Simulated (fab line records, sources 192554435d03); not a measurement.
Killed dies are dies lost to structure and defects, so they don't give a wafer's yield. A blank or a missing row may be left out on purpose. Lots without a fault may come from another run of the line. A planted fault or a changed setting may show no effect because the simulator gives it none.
fab line records | flow n5_finfet | part 1 of 2: steps 1 to 22 of 36
record lots=5 wafers=15 last_day=17
route steps=1938 shown MIM_BOT_ETCH@1872 PASS1_CAP@1873 TV_LITHO@1875 TV_OPEN@1887 PAD_METAL@1893 PASSIVATION@1897
lots that met no fault: from a run of the same line without faults
start_h: hours from the record's first day to the start of the lot's first wafer shown | wait_h: hours since the lot's step before | " the same as in the row above | L1.1+2: a row that stands for several wafers | - no value, or no start given | * or withheld: withheld | < > ~ a bound
route shown NAME@n: a module of which the file shows steps, and the number in the route of the first | usual: mean/standard deviation of fault-free wafers | same: alike in all rows | chamber/n: place in a boat | sites: the reading at each site | _std_site: their standard deviation | _edge_site: outer sites' mean less inner sites' | radius_mm: how far each site lies from the wafer's centre | mask NAME#n: copy n | behind: the tool/chamber that last shaped the wafer | hold: why the lot was held/for how many hours/how that ended | device: the transistor (n, p or np) that didn't switch | end of line: the same wafers' tests at the end of the route | a step without rows: its recipe alone | killed: dies lost to structure and defects at the first sort, not the wafer's yield | map: a wafer's dies, x killed, . not, _ none there
set.NAME: the setting as run; set.NAME@STEP: as run at that earlier step | model.NAME: the simulator's own value behind a step, which no gauge read
lots at some steps of the route; a table a step, a row a wafer
services: from which hour (start_h, from the record's first day; less than 0 if before it) a tool's chamber was out of use, for how many hours, and why
## steps
# step N5_MIM_BOT_ETCH_SRD_06
# recipe dry=ipa_marangoni time_s=30 temp_c=23 rinse_liquid=diw
# columns lot.wafer tool chamber start_h wait_h
L081.1+5+6 wet_bench-03 5,2,1 314.01 0.0
L089.3+4+5 wet_bench-01 3,4,2 361.01 0.0
L091.2+3+6 wet_bench-04 5,1,7 377.69 0.0
L095.1+2+4 wet_bench-04 2,0,1 394.65 0.0
L094.1+5+6 wet_bench-03 4,2,7 396.10 0.0
# step N5_PASSIVATION_PECVD_55
# recipe material=SiO2 target_thk_a=4000 temp_c=400 precursor=SiH4/N2O pressure_torr=2.7 rf_w=608 time_s=22.5
# usual heater_power_w=668/120 showerhead_plenum_p_Torr=8.13/0.041 throttle_valve_pct=50.9/2.3
# columns lot.wafer tool chamber start_h wait_h heater_power_w showerhead_plenum_p_Torr throttle_valve_pct
L081.1 pecvd-04 2 314.06 0.0 702 8.12 48.2
L081.5 " 1 " " 474 8.15 50.9
L081.6 " 2 " " 709 8.12 48.1
L089.3 pecvd-04 1 361.06 0.0 434 8.14 50.7
L089.4 " 1 " " 457 8.14 51.2
L089.5 " 0 " " 550 8.13 51.9
L091.2 pecvd-03 0 377.74 0.0 746 8.06 53.9
L091.3 " 1 " " 899 8.18 50.3
L091.6 " 0 " " 598 8.05 53.8
L095.1 pecvd-04 1 394.70 0.0 515 8.13 50.9
L095.2 " 2 " " 721 8.11 48.7
L095.4 " 0 " " 603 8.11 52.2
L094.1 pecvd-03 0 396.15 0.0 627 8.05 54.0
L094.5 " 2 " " 789 8.16 48.2
L094.6 " 0 " " 691 8.05 53.7
# step N5_PASSIVATION_PECVD_01
# recipe material=SiNx target_thk_a=2000 temp_c=400 precursor=SiH4/NH3/N2 pressure_torr=4.9 rf_w=1406 time_s=43.2
# usual heater_power_w=381/110 showerhead_plenum_p_Torr=8.654/0.028 throttle_valve_pct=28.8/1.3
# columns lot.wafer tool chamber start_h wait_h heater_power_w showerhead_plenum_p_Torr throttle_valve_pct
L081.1 pecvd-04 2 314.09 0.0 391 8.618 27.1
L081.5 " 1 " " 256 8.636 28.7
L081.6 " 2 " " 400 8.634 27.5
L089.3 pecvd-04 1 361.09 0.0 263 8.663 29.0
L089.4 " 1 " " 258 8.649 28.9
L089.5 " 0 " " 357 8.644 29.4
L091.2 pecvd-03 0 377.77 0.0 402 8.611 30.6
L091.3 " 1 " " 632 8.674 28.6
L091.6 " 0 " " 402 8.611 30.7
L095.1 pecvd-04 1 394.73 0.0 156 8.656 28.8
L095.2 " 2 " " 329 8.637 27.6
L095.4 " 0 " " 409 8.638 29.5
L094.1 pecvd-03 0 396.20 0.0 423 8.580 30.5
L094.5 " 2 " " 449 8.697 27.4
L094.6 " 0 " " 427 8.597 30.3
# step N5_PASSIVATION_HMDS_03
# recipe time_s=60 temp_c=120
# columns lot.wafer tool chamber start_h wait_h
L081.1+5+6 litho_track-04 0 315.54 1.4
L089.3+4+5 litho_track-03 0 362.31 1.2
L091.2+3+6 litho_track-02 0 378.10 0.3
L095.1+2+4 litho_track-02 0 394.81 0.1
L094.1+5+6 litho_track-03 0 399.96 3.7
# step N5_PASSIVATION_COAT_04
# recipe spin_rpm=* resist_thk_nm=*
# usual dispense_pressure_kPa=48.3/1.3 spin_speed_rpm=*
# columns lot.wafer tool chamber start_h wait_h dispense_pressure_kPa spin_speed_rpm
L081.1 litho_track-04 0 - - 46.2 *
L081.5 " 0 " " 46.1 *
L081.6 " 0 " " 46.2 *
L089.3 litho_track-03 0 - - 48.4 *
L089.4 " 0 " " 48.4 *
L089.5 " 0 " " 48.4 *
L091.2 litho_track-02 0 - - 49.5 *
L091.3 " 0 " " 49.5 *
L091.6 " 0 " " 49.5 *
L095.1 litho_track-02 0 - - 49.5 *
L095.2 " 0 " " 49.5 *
L095.4 " 0 " " 49.5 *
L094.1 litho_track-03 0 - - 48.4 *
L094.5 " 0 " " 48.4 *
L094.6 " 0 " " 48.4 *
# step N5_PASSIVATION_EBR_06
# recipe solvent=PGMEA ebr_width_mm=1.5
# same ebr_width_mm=1.5
# columns lot.wafer tool chamber start_h wait_h
L081.1+5+6 litho_track-04 0 - -
L089.3+4+5 litho_track-03 0 - -
L091.2+3+6 litho_track-02 0 - -
L095.1+2+4 litho_track-02 0 - -
L094.1+5+6 litho_track-03 0 - -
# step N5_PASSIVATION_SOFTBAKE_05
# recipe temp_c=100 time_s=90
# columns lot.wafer tool chamber start_h wait_h
L081.1+5+6 litho_track-04 0 - -
L089.3+4+5 litho_track-03 0 - -
L091.2+3+6 litho_track-02 0 - -
L095.1+2+4 litho_track-02 0 - -
L094.1+5+6 litho_track-03 0 - -
# step N5_PASSIVATION_EXPOSE_07
# recipe mask_id=TV na=0.55 source_shape=conventional sigma_outer=0.8 polarization=unpolarized defocus_nm=0 target_cd_nm=3000 dose_mj=22.75
# columns lot.wafer tool chamber start_h wait_h mask
L081.1+5+6 krf_scanner-01 0 315.77 - TV#0
L089.3+4+5 krf_scanner-01 0 362.43 - TV#0
L091.2+3+6 krf_scanner-02 0 378.22 - TV#0
L095.1+2+4 krf_scanner-02 0 395.04 - TV#0
L094.1+5+6 krf_scanner-01 0 400.23 - TV#0
# step N5_PASSIVATION_PEB_08
# recipe peb_temp_c=withheld peb_time_s=*
# columns lot.wafer tool chamber start_h wait_h
L081.1+5+6 litho_track-03 0 315.83 0.1
L089.3+4+5 litho_track-03 0 362.47 0.0
L091.2+3+6 litho_track-04 0 378.27 0.0
L095.1+2+4 litho_track-02 0 395.10 0.1
L094.1+5+6 litho_track-03 0 400.29 0.1
# step N5_PASSIVATION_DEVELOP_09
# recipe develop_time_s=60 rinse_liquid=diw dry=air_spin dev_temp_c=21
# columns lot.wafer tool chamber start_h wait_h
L081.1+5+6 litho_track-03 0 - -
L089.3+4+5 litho_track-03 0 - -
L091.2+3+6 litho_track-04 0 - -
L095.1+2+4 litho_track-02 0 - -
L094.1+5+6 litho_track-03 0 - -
# step N5_PASSIVATION_HARDBAKE_11
# recipe temp_c=130 time_s=120
# columns lot.wafer tool chamber start_h wait_h
L081.1+5+6 litho_track-03 0 - -
L089.3+4+5 litho_track-03 0 - -
L091.2+3+6 litho_track-04 0 - -
L095.1+2+4 litho_track-02 0 - -
L094.1+5+6 litho_track-03 0 - -
# step N5_PASSIVATION_CD_MEAS_10
# recipe target_cd_nm=3000 landing_energy_ev=500 detector=se_inlens
# usual cd_nm=3001.7/2.2
# columns lot.wafer tool chamber start_h wait_h cd_nm
L081.1 cd_sem-02 0 315.95 - 2999.2
L081.5 " 0 " " 3000.4
L081.6 " 0 " " 2999.9
L089.3 cd_sem-01 0 362.59 - 2997.9
L089.4 " 0 " " 2998.4
L089.5 " 0 " " 3002.4
L091.2 cd_sem-03 0 378.39 - 3004.7
L091.3 " 0 " " 3001.5
L091.6 " 0 " " 2998.7
L095.1 cd_sem-01 0 395.22 - 3000.9
L095.2 " 0 " " 3000.3
L095.4 " 0 " " 3000.3
L094.1 cd_sem-01 0 400.41 - 3004.2
L094.5 " 0 " " 2999.8
L094.6 " 0 " " 3004.4
# step N5_PASSIVATION_OVL_MEAS_60
# recipe points_per_wafer=44
# usual TV_OVL=1/6
# columns lot.wafer tool chamber start_h wait_h TV_OVL[nm]
L081.1 overlay-02 0 315.98 0.0 -10
L081.5 " 0 " " -8
L081.6 " 0 " " -1
L089.3 overlay-01 0 362.62 0.0 -1
L089.4 " 0 " " -8
L089.5 " 0 " " -2
L091.2 overlay-02 0 378.42 0.0 -2
L091.3 " 0 " " -9
L091.6 " 0 " " -1
L095.1 overlay-02 0 395.25 0.0 17
L095.2 " 0 " " -1
L095.4 " 0 " " 1
L094.1 overlay-01 0 400.44 0.0 -1
L094.5 " 0 " " -4
L094.6 " 0 " " -1
# step N5_PASSIVATION_INSPECT_61
# recipe mode=adi inspect_instrument=macro
# usual raw_defect_count=2.0/1.5
# columns lot.wafer tool chamber start_h wait_h raw_defect_count
L081.1 defect_inspect-02 - 316.00 0.0 4
L081.5 " - " " 1
L081.6 " - " " 2
L089.3 defect_inspect-02 - 362.65 0.0 2
L089.4 " - " " 0
L089.5 " - " " 1
L091.2 defect_inspect-02 - 378.44 0.0 4
L091.3 " - " " 6
L091.6 " - " " 3
L095.1 defect_inspect-01 - 395.27 0.0 1
L095.2 " - " " 3
L095.4 " - " " 2
L094.1 defect_inspect-02 - 400.47 0.0 1
L094.5 " - " " 5
L094.6 " - " " 1
# step N5_PASSIVATION_DESCUM_12
# recipe chemistry=O2 time_s=7.9 source_power_w=50 bias_power_w=20 pressure_mtorr=20 rf_frequency_hz=2.712e+07 temp_c=40 o2_flow_sccm=225
# usual chamber_pressure_mTorr=20.002/0.017 drypump_motor_current_A=5.6/0.47 oes_product_au=0.80/0.073 rf_vpp_V=243.4/1.5 showerhead_plenum_p_Torr=2.10/0.088 throttle_valve_pct=20.4/0.32
# columns lot.wafer tool chamber start_h wait_h chamber_pressure_mTorr drypump_motor_current_A oes_product_au rf_hours_counter_h rf_vpp_V showerhead_plenum_p_Torr throttle_valve_pct
L081.1 rie_diel-04 0 316.06 0.1 20.017 6.3 0.80 86 242.3 2.01 20.5
L081.5 " 1 " " 20.035 5.0 0.91 - 242.2 2.03 20.1
L081.6 " 3 " " 20.017 5.4 0.81 - 243.4 2.22 20.0
L089.3 rie_diel-04 0 362.68 0.0 19.993 6.3 0.79 101 243.7 2.01 20.6
L089.4 " 1 " " 19.986 5.1 0.87 37 242.7 2.02 20.1
L089.5 " 0 " " 20.011 6.3 0.78 - 241.9 2.01 20.6
L091.2 rie_diel-03 0 378.47 0.0 20.001 5.8 0.67 239 245.0 2.18 21.1
L091.3 " 3 " " 19.969 5.9 0.82 89 244.5 2.11 20.4
L091.6 " 3 " " 19.990 5.9 0.82 - 244.0 2.11 20.4
L095.1 rie_diel-05 3 395.35 0.1 19.977 5.4 0.78 135 243.2 2.11 20.7
L095.2 " 1 " " 20.000 5.5 0.70 227 241.0 1.99 20.4
L095.4 " 2 " " 20.008 5.8 0.69 203 241.6 2.10 20.8
L094.1 rie_diel-04 1 400.50 0.0 19.980 5.1 0.85 50 241.2 2.02 20.1
L094.5 " 3 " " 20.011 5.4 0.79 - 243.5 2.21 20.0
L094.6 " 0 " " 19.998 6.3 0.77 - 242.0 2.00 20.6
# step N5_PASSIVATION_PASS_ETCH_74
# recipe chemistry=CF4/O2 target=SiNx target_depth_a=2200 time_s=110 ion_energy_ev=100 pressure_mtorr=40 source_w=535 bias_w=49 Ar_flow_sccm=100 cf4_flow_sccm=100 O2_flow_sccm=10
# usual chamber_pressure_mTorr=40.00/0.034 drypump_motor_current_A=5.6/0.47 oes_product_au=0.80/0.07 rf_vpp_V=241/5.5 showerhead_plenum_p_Torr=2.21/0.085 throttle_valve_pct=15.93/0.27
# columns lot.wafer tool chamber start_h wait_h chamber_pressure_mTorr drypump_motor_current_A oes_product_au rf_hours_counter_h rf_vpp_V showerhead_plenum_p_Torr throttle_valve_pct
L081.1 rie_diel-04 0 316.13 0.0 39.99 6.3 0.82 86 235 2.13 16.12
L081.5 " 1 " " 39.98 5.0 0.89 - 246 2.15 15.69
L081.6 " 3 " " 40.06 5.4 0.80 - 244 2.33 15.58
L089.3 rie_diel-04 0 362.74 0.0 40.03 6.3 0.81 101 235 2.12 16.14
L089.4 " 1 " " 40.09 5.0 0.86 37 246 2.15 15.73
L089.5 " 0 " " 40.02 6.3 0.80 - 235 2.12 16.15
L091.2 rie_diel-03 0 378.54 0.0 39.97 5.8 0.68 239 237 2.26 16.52
L091.3 " 3 " " 39.97 5.9 0.82 89 249 2.23 15.98
L091.6 " 3 " " 39.93 5.9 0.82 - 247 2.23 15.97
L095.1 rie_diel-05 3 395.41 0.0 39.95 5.4 0.77 135 232 2.20 16.11
L095.2 " 1 " " 39.97 5.5 0.69 227 248 2.08 15.87
L095.4 " 2 " " 39.95 5.8 0.69 203 242 2.19 16.25
L094.1 rie_diel-04 1 400.57 0.0 40.01 5.0 0.85 50 247 2.14 15.76
L094.5 " 3 " " 40.03 5.4 0.77 - 243 2.32 15.65
L094.6 " 0 " " 40.02 6.3 0.79 - 236 2.12 16.19
# step N5_PASSIVATION_VIA_ETCH_13
# recipe chemistry=CHF3/O2 target=SiO2 target_depth_a=6600 CHF3_flow_sccm=50 O2_flow_sccm=5 Ar_flow_sccm=200 time_s=330 mask_material=PR pressure_mtorr=30 source_w=650 bias_w=170 ion_energy_ev=200 ends=cleared
# usual CHF3_flow_sccm=50.00/0.14 chamber_pressure_mTorr=30.001/0.027 drypump_motor_current_A=5.6/0.47 etch_rf_on_time_s=234/4.9 oes_product_au=0.73/0.064 rf_vpp_V=526/11 showerhead_plenum_p_Torr=2.42/0.093 throttle_valve_pct=18.84/0.26
# columns lot.wafer tool chamber start_h wait_h CHF3_flow_sccm chamber_pressure_mTorr drypump_motor_current_A etch_rf_on_time_s oes_product_au rf_hours_counter_h rf_vpp_V showerhead_plenum_p_Torr throttle_valve_pct
L081.1 rie_diel-04 0 316.22 0.0 49.96 29.989 6.3 228 0.73 86 513 2.33 19.06
L081.5 " 1 " " 50.10 30.016 5.0 232 0.80 - 537 2.36 18.64
L081.6 " 3 " " 50.00 30.038 5.4 235 0.73 - 530 2.55 18.46
L089.3 rie_diel-04 0 362.84 0.0 49.95 29.967 6.3 236 0.71 101 511 2.32 19.07
L089.4 " 1 " " 49.83 29.941 5.0 231 0.79 37 537 2.35 18.67
L089.5 " 0 " " 49.99 30.043 6.3 237 0.71 - 513 2.32 19.10
L091.2 rie_diel-03 0 378.63 0.0 49.84 29.985 5.8 242 0.60 239 514 2.47 19.35
L091.3 " 3 " " 50.00 29.995 5.8 229 0.74 89 539 2.44 18.90
L091.6 " 3 " " 49.78 29.994 5.9 230 0.74 - 539 2.44 18.90
L095.1 rie_diel-05 3 395.51 0.0 50.07 30.016 5.4 232 0.69 135 506 2.41 19.04
L095.2 " 1 " " 49.96 29.984 5.5 235 0.62 227 537 2.26 18.65
L095.4 " 2 " " 50.01 30.031 5.8 242 0.62 203 526 2.39 19.18
L094.1 rie_diel-04 1 400.66 0.0 50.12 29.984 5.1 228 0.76 50 538 2.35 18.69
L094.5 " 3 " " 50.19 30.022 5.4 238 0.70 - 530 2.54 18.50
L094.6 " 0 " " 50.13 29.983 6.3 235 0.70 - 511 2.32 19.12
# step N5_PASSIVATION_STRIP_14
# recipe chemistry=O2 power_w=600 temp_c=60 pressure_mtorr=30 rf_frequency_hz=6e+07 bias_power_w=0 overash_fraction=0.5 o2_flow_sccm=225
# usual chamber_pressure_mTorr=30.00/0.053 drypump_motor_current_A=5.6/0.47 oes_product_au=0.80/0.073 rf_vpp_V=3.6/0.94 showerhead_plenum_p_Torr=2.11/0.088 throttle_valve_pct=16.6/0.31
# same overash_fraction=0.5
# columns lot.wafer tool chamber start_h wait_h chamber_pressure_mTorr drypump_motor_current_A oes_product_au rf_hours_counter_h rf_vpp_V showerhead_plenum_p_Torr throttle_valve_pct
L081.1 rie_diel-04 0 316.42 0.1 30.08 6.3 0.81 87 4.2 2.02 16.8
L081.5 " 1 " " 30.00 5.0 0.90 - 5.0 2.03 16.3
L081.6 " 3 " " 30.03 5.4 0.82 - 4.0 2.23 16.3
L089.3 rie_diel-04 0 363.03 0.1 29.98 6.3 0.77 102 3.4 2.01 16.8
L089.4 " 1 " " 30.03 5.1 0.86 37 3.1 2.03 16.3
L089.5 " 0 " " 30.00 6.3 0.79 - 1.6 2.01 16.8
L091.2 rie_diel-03 0 378.83 0.1 30.01 5.8 0.67 239 1.1 2.18 17.4
L091.3 " 3 " " 29.98 5.9 0.81 89 1.6 2.11 16.6
L091.6 " 3 " " 29.98 5.9 0.81 - 4.1 2.11 16.6
L095.1 rie_diel-05 3 395.70 0.1 30.02 5.4 0.77 135 2.6 2.11 16.9
L095.2 " 1 " " 30.00 5.5 0.70 227 2.6 2.00 16.7
L095.4 " 2 " " 29.97 5.8 0.70 203 3.8 2.10 17.0
L094.1 rie_diel-04 1 400.86 0.1 30.04 5.0 0.84 50 2.1 2.02 16.4
L094.5 " 3 " " 29.95 5.4 0.77 - 2.3 2.22 16.3
L094.6 " 0 " " 30.01 6.3 0.78 - 3.7 2.01 16.8
# step N5_PASSIVATION_ETCH_15
# recipe chemistry=CF4/N2 target=SiCN target_depth_a=750 taper_deg=2 time_s=81.2 ion_energy_ev=150 mask_material=SiNx pressure_mtorr=40 source_w=430 bias_w=70 Ar_flow_sccm=100 cf4_flow_sccm=60 n2_flow_sccm=60
# usual chamber_pressure_mTorr=40.01/0.036 drypump_motor_current_A=5.6/0.47 oes_product_au=0.80/0.069 rf_vpp_V=382.6/2.1 showerhead_plenum_p_Torr=2.22/0.086 throttle_valve_pct=15.38/0.27
# columns lot.wafer tool chamber start_h wait_h chamber_pressure_mTorr drypump_motor_current_A oes_product_au rf_hours_counter_h rf_vpp_V showerhead_plenum_p_Torr throttle_valve_pct
L081.1 rie_diel-04 0 - - 39.98 6.3 0.81 87 380.3 2.13 15.61
L081.5 " 1 " " 40.03 5.0 0.88 - 381.9 2.15 15.15
L081.6 " 3 " " 40.02 5.4 0.79 - 385.3 2.34 15.06
L089.3 rie_diel-04 0 - - 39.99 6.3 0.80 102 380.5 2.13 15.62
L089.4 " 1 " " 40.05 5.0 0.86 37 381.4 2.15 15.17
L089.5 " 0 " " 39.98 6.3 0.79 - 380.2 2.13 15.62
L091.2 rie_diel-03 0 - - 40.00 5.8 0.67 239 382.0 2.27 15.98
L091.3 " 3 " " 39.92 5.9 0.82 89 383.3 2.23 15.40
L091.6 " 3 " " 40.02 5.9 0.82 - 381.7 2.23 15.39
L095.1 rie_diel-05 3 - - 40.01 5.4 0.77 135 382.5 2.20 15.54
L095.2 " 1 " " 40.00 5.5 0.69 227 380.4 2.07 15.32
L095.4 " 2 " " 40.04 5.8 0.69 203 382.5 2.18 15.68
L094.1 rie_diel-04 1 - - 39.96 5.0 0.84 50 382.3 2.14 15.19
L094.5 " 3 " " 39.91 5.4 0.78 - 384.8 2.33 15.10
L094.6 " 0 " " 40.04 6.3 0.78 - 380.5 2.12 15.65
# step N5_PASSIVATION_STRIP_73
# recipe chemistry=post_etch_residue_remover time_s=60 temp_c=25 remover_ph=withheld remover_water_wt_pct=withheld remover_fluoride_wt_pct=withheld
# columns lot.wafer tool chamber start_h wait_h
L081.1+5+6 wet_bench-02 5,4,3 316.57 -
L089.3+4+5 wet_bench-06 0,1,2 363.19 -
L091.2+3+6 wet_bench-02 2,1,0 378.99 -
L095.1+2+4 wet_bench-02 3,2,7 395.86 -
L094.1+5+6 wet_bench-02 1,0,5 401.01 -
# step N5_PASSIVATION_SRD_17
# recipe time_s=30 temp_c=23 rinse_liquid=diw dry=n2_spin spin_rpm=1500 dry_time_s=30
# usual do_supply_ppb=10.00/0.11
# same dry_time_s=30
# columns lot.wafer tool chamber start_h wait_h do_supply_ppb
L081.1 wet_bench-02 5 316.59 0.0 9.90
L081.5 " 4 " " 10.04
L081.6 " 3 " " 10.22
L089.3 wet_bench-06 0 363.21 0.0 10.09
L089.4 " 1 " " 10.05
L089.5 " 2 " " 9.83
L091.2 wet_bench-02 2 379.01 0.0 9.99
L091.3 " 1 " " 10.27
L091.6 " 0 " " 9.92
L095.1 wet_bench-02 3 395.88 0.0 10.12
L095.2 " 2 " " 10.14
L095.4 " 7 " " 9.86
L094.1 wet_bench-02 1 401.03 0.0 10.08
L094.5 " 0 " " 9.95
L094.6 " 5 " " 10.32
# step N5_PASSIVATION_DEGAS_18
# recipe ambient=vacuum temp_c=300 time_s=60
# usual heater_power_w=448/38
# columns lot.wafer tool chamber start_h wait_h heater_power_w
L081.1 pvd_sputter-03 - 316.66 0.1 388
L081.5 " - " " 385
L081.6 " - " " 423
L089.3 pvd_sputter-03 - 363.76 0.5 417
L089.4 " - " " 387
L089.5 " - " " 416
L091.2 pvd_sputter-02 - 379.57 0.5 380
L091.3 " - " " 467
L091.6 " - " " 444
L095.1 pvd_sputter-02 - 396.35 0.5 387
L095.2 " - " " 476
L095.4 " - " " 437
L094.1 pvd_sputter-01 - 401.41 0.4 481
L094.5 " - " " 484
L094.6 " - " " 488
